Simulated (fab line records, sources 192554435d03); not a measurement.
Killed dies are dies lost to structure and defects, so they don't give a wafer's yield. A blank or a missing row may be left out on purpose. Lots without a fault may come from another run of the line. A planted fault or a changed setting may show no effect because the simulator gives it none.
A struck lot beside a sound one | flow n5_finfet | 20 steps out of a route of 1938
Sound: wafers L453.1, L453.4, L453.5. Struck: wafer L458.1. (L458.5 of the same lot was not struck and is left out.) The cause comes at the end.
At each step with rows: each side's tool, then ch and its chambers, then its first start. Under that, the readings that differ: sound wafers | struck wafers | difference of the means | sigmas: that difference in standard deviations of wafers without a fault.
alike: readings whose means differ by less than 2 such deviations, and words and numbers that are the same on both sides. not compared: withheld readings, readings that some wafer has no value for, bounds like >300 that may hide the same value, and numbers for which the record gives no deviation and whose values overlap.
The two part at a step that has a row with sigmas, a row that says differs or no value, or rows on one side only. Numbers that don't overlap but have no deviation are shown without sigmas and don't part them. A reading that every wafer of one side lacks parts them only if that side has two wafers or more.

first, 6 steps without rows for these wafers: N5_BEOL_M0_SAQP_COAT_34 (resist thk 30 nm); N5_BEOL_M0_SAQP_EBR_36; N5_BEOL_M0_SAQP_SOFTBAKE_35 (time 60 s); N5_BEOL_M0_SAQP_EXPOSE_37 (exposes mask M0 CUT1, target cd 30 nm); N5_BEOL_M0_SAQP_PEB_38 (peb time 60 s); N5_BEOL_M0_SAQP_DEVELOP_39 (develop time 30 s).
N5_BEOL_M0_SAQP_CD_MEAS_40: target cd 30 nm.
  sound on cd_sem-02 ch 0, day 6 16:09; struck on cd_sem-02 ch 0, day 7 21:22
  reading    | sound             | struck | difference | sigmas
  cd_nm (nm) | 30.04 29.79 30.04 | 30.47  | +0.51      | +2
N5_BEOL_M0_SAQP_OVL_MEAS_41:
  sound on overlay-01 ch 0, day 6 16:11; struck on overlay-02 ch 0, day 7 21:24
  alike: M0_CUT1_OVL
N5_BEOL_M0_SAQP_INSPECT_42: inspects for defects (brightfield).
  sound on defect_inspect-02, day 6 16:14; struck on defect_inspect-02, day 7 21:28
  alike: raw_defect_count
N5_BEOL_M0_SAQP_DESCUM_45: chemistry O2, time 7 s.
  sound on rie_diel-01 ch 0,2, day 6 16:16; struck on rie_diel-01 ch 1, day 7 21:31
  alike: drypump_motor_current_A, oes_product_au, rf_vpp_V, showerhead_plenum_p_Torr, throttle_valve_pct
  not compared: rf_hours_counter_h
N5_BEOL_M0_SAQP_ETCH_88: etches underlayer in N2/H2, target depth 6.5 nm, time 5.2 s.
  sound on rie_diel-01 ch 0,2, day 6 16:19; struck on rie_diel-01 ch 1, day 7 21:32
  alike: drypump_motor_current_A, etch_rf_on_time_s, oes_product_au, rf_vpp_V, showerhead_plenum_p_Torr, throttle_valve_pct
  not compared: rf_hours_counter_h
N5_BEOL_M0_SAQP_ETCH_73: etches SiARC in CF4, target depth 19.5 nm, time 32.5 s.
  sound on rie_diel-01 ch 0,2, day 6 16:19; struck on rie_diel-01 ch 1, day 7 21:34
  alike: drypump_motor_current_A, etch_rf_on_time_s, oes_product_au, rf_vpp_V, showerhead_plenum_p_Torr, throttle_valve_pct
  not compared: rf_hours_counter_h
N5_BEOL_M0_SAQP_CUT_ETCH_46: etches SOC in N2/H2, target depth 135 nm, overetch 27 nm, time 202.5 s.
  sound on rie_diel-01 ch 0,2, day 6 16:22; struck on rie_diel-01 ch 1, day 7 21:35
  reading                                         | sound          | struck | difference | sigmas
  model.SiARC_of_BEOL_M0_SAQP_COAT_72.thk_nm (nm) | 5.2 5.2 5      | 2.4    | -2.7       |
  model.BEOL_M0_SAQP.cd_nm (nm)                   | 29.8 29.8 30.2 | 30.8   | +0.9       |
  alike: drypump_motor_current_A, rf_vpp_V, showerhead_plenum_p_Torr, throttle_valve_pct
  not compared: rf_hours_counter_h
then, 2 steps without rows for these wafers: N5_BEOL_M0_SAQP_STRIP_74 (strips in N2/H2); N5_BEOL_M0_SAQP_STRIP_89 (strips in N2/H2).
N5_BEOL_M0_SAQP_ALD_48: deposits SiO2, target thk 20 nm, pulse time 1 s, co reactant pulse time 1 s.
  sound on ald_sin-02 ch 0,2, day 6 16:34; struck on ald_sin-03 ch 1, day 7 21:51
  alike: heater_power_w, precursor_pulse_height_rel
N5_BEOL_M0_SAQP_ETCH_49: etches SiO2 in CF4/O2, target depth 37 nm.
  sound on rie_diel-01 ch 1,2,3, day 6 17:05; struck on rie_diel-06 ch 2, day 7 22:23
  reading                       | sound          | struck | difference | sigmas
  model.BEOL_M0_SAQP.cd_nm (nm) | 29.8 29.8 30.2 | 30.8   | +0.9       |
  alike: drypump_motor_current_A, oes_product_au, rf_vpp_V, showerhead_plenum_p_Torr, throttle_valve_pct
  not compared: rf_hours_counter_h
N5_BEOL_M0_SAQP_STRIP_75: strips in CF4.
  sound on rie_diel-01 ch 1,2,3, day 6 17:11; struck on rie_diel-06 ch 2, day 7 22:29
  alike: drypump_motor_current_A, oes_product_au, rf_vpp_V, showerhead_plenum_p_Torr, throttle_valve_pct
  not compared: rf_hours_counter_h
N5_BEOL_M4_RC_MEAS_101:
  sound on prober-01 ch 0, day 8 21:01; struck on prober-01 ch 0, day 9 21:47
  reading       | sound          | struck | difference | sigmas
  DIBL_N (mV/V) | 37.8 38.1 35.1 | 32.9   | -4.1       | -2
  SS_N (mV/dec) | 72.2 72.3 72.0 | 70.9   | -1.3       | -2
  alike: DIBL_P, IOFF_N, IOFF_P, ION_N, ION_P, SS_P, VT_N, VT_P
-- the record jumps here: 5 days lie between the struck wafers' starts before and after (it left off in module BEOL_M4 and takes up again in module PASSIVATION, whose first step shown is number 1936 of the route) --
N5_PASSIVATION_PROBE_49:
  sound on prober-02, day 13 10:32; struck on prober-02, day 14 19:34
  reading            | sound    | struck | difference | sigmas
  killed_at_contacts | 11 9 4   | 23     | +15        | +2
  killed_on_rim      | 14 16 11 | 22     | +8         | +2
  killed_open        | 48 50 40 | 79     | +33        | +3
  alike: defect_limited_yield, killed_at_M0_to_M3, killed_at_M4_up, killed_at_front_end, killed_at_other, killed_dies, killed_short, sort_bin_5_function, sort_bin_6_memory, sort_n_pass, sort_yield_pct

WHERE THEY PART
First at N5_BEOL_M0_SAQP_CD_MEAS_40; last, within this record, at N5_PASSIVATION_PROBE_49.

WHY: what the simulator had put in
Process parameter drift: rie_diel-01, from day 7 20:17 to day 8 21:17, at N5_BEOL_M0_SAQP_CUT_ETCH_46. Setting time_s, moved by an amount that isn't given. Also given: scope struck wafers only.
